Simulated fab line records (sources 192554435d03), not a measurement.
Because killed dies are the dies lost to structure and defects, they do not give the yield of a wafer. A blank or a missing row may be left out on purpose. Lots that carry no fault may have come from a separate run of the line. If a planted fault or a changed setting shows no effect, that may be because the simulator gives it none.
Chamber matching :: flow n5-finfet :: N5_SDB_ETCH_25 on rie-diel-06: 4 sister chambers
The step etches SiO2 in C4F6/O2, target depth 10 nm, time 3.3 s. 14 wafers are shown with their chamber, then 7 later ones without.

WAFERS, EACH WITH ITS CHAMBER
wafer: L076.1
chamber: 0
rf-vpp-V (V): 658
drypump-motor-current-A (A): 5.8
showerhead-plenum-p-Torr (Torr): 2.78

wafer: L076.2
chamber: 3
rf-vpp-V (V): 663
drypump-motor-current-A (A): 6.0
showerhead-plenum-p-Torr (Torr): 2.82

wafer: L076.5
chamber: 2
rf-vpp-V (V): 689
drypump-motor-current-A (A): 4.9
showerhead-plenum-p-Torr (Torr): 2.90

wafer: L077.1
chamber: 2
rf-vpp-V (V): 690
drypump-motor-current-A (A): 4.9
showerhead-plenum-p-Torr (Torr): 2.90

wafer: L077.3
chamber: 3
rf-vpp-V (V): 663
drypump-motor-current-A (A): 6.0
showerhead-plenum-p-Torr (Torr): 2.82

wafer: L077.6
chamber: 0
rf-vpp-V (V): 660
drypump-motor-current-A (A): 5.7
showerhead-plenum-p-Torr (Torr): 2.78

wafer: L080.1
chamber: 0
rf-vpp-V (V): 660
drypump-motor-current-A (A): 5.8
showerhead-plenum-p-Torr (Torr): 2.77

wafer: L080.4
chamber: 3
rf-vpp-V (V): 664
drypump-motor-current-A (A): 6.0
showerhead-plenum-p-Torr (Torr): 2.82

wafer: L080.5
chamber: 0
rf-vpp-V (V): 660
drypump-motor-current-A (A): 5.7
showerhead-plenum-p-Torr (Torr): 2.77

wafer: L081.1
chamber: 3
rf-vpp-V (V): 663
drypump-motor-current-A (A): 6.0
showerhead-plenum-p-Torr (Torr): 2.82

wafer: L081.3
chamber: 2
rf-vpp-V (V): 690
drypump-motor-current-A (A): 4.9
showerhead-plenum-p-Torr (Torr): 2.89

wafer: L081.6
chamber: 1
rf-vpp-V (V): 675
drypump-motor-current-A (A): 5.7
showerhead-plenum-p-Torr (Torr): 2.81

wafer: L086.2
chamber: 1
rf-vpp-V (V): 674
drypump-motor-current-A (A): 5.8
showerhead-plenum-p-Torr (Torr): 2.81

wafer: L086.3
chamber: 3
rf-vpp-V (V): 662
drypump-motor-current-A (A): 6.0
showerhead-plenum-p-Torr (Torr): 2.81

SIGNATURES (averages over the wafers above)
reading: rf-vpp-V
chamber 0: 659.50
chamber 1: 674.50
chamber 2: 689.67
chamber 3: 663.00
scatter within a chamber: 0.785

reading: drypump-motor-current-A
chamber 0: 5.750
chamber 1: 5.750
chamber 2: 4.900
chamber 3: 6.000
scatter within a chamber: 0.0387

reading: showerhead-plenum-p-Torr
chamber 0: 2.7750
chamber 1: 2.8100
chamber 2: 2.8967
chamber 3: 2.8180
scatter within a chamber: 0.00497
Rule: for a wafer and a chamber, the distance is found by dividing, reading by reading, the gap between the wafer's reading and the chamber's mean by the reading's scatter, squaring, summing and taking the root. If the next closest chamber is less than 2 further off than the closest, the wafer can't be placed; otherwise it belongs to the closest. The scatter: the root of (the sum of the squares of (reading less its chamber's mean) over the shown wafers, divided by (wafers less chambers)).

WAFERS MISSING THEIR CHAMBER
wafer: L086.6
rf-vpp-V (V): 662
drypump-motor-current-A (A): 6.0
showerhead-plenum-p-Torr (Torr): 2.81

wafer: L088.1
rf-vpp-V (V): 661
drypump-motor-current-A (A): 6.0
showerhead-plenum-p-Torr (Torr): 2.81

wafer: L088.2
rf-vpp-V (V): 688
drypump-motor-current-A (A): 4.9
showerhead-plenum-p-Torr (Torr): 2.89

wafer: L088.3
rf-vpp-V (V): 673
drypump-motor-current-A (A): 5.7
showerhead-plenum-p-Torr (Torr): 2.81

wafer: L089.1
rf-vpp-V (V): 660
drypump-motor-current-A (A): 5.8
showerhead-plenum-p-Torr (Torr): 2.76

wafer: L089.3
rf-vpp-V (V): 673
drypump-motor-current-A (A): 5.7
showerhead-plenum-p-Torr (Torr): 2.81

wafer: L089.5
rf-vpp-V (V): 690
drypump-motor-current-A (A): 4.9
showerhead-plenum-p-Torr (Torr): 2.88

WHICH CHAMBER EACH WENT THROUGH
wafer: L086.6
from the rows above: 3
in truth: 3

wafer: L088.1
from the rows above: 3
in truth: 3

wafer: L088.2
from the rows above: 2
in truth: 2

wafer: L088.3
from the rows above: 1
in truth: 1

wafer: L089.1
from the rows above: 0
in truth: 0

wafer: L089.3
from the rows above: 1
in truth: 1

wafer: L089.5
from the rows above: 2
in truth: 2
7 of 7 placed correctly. Left unplaced by these rows: 0. 0 placed wrongly.
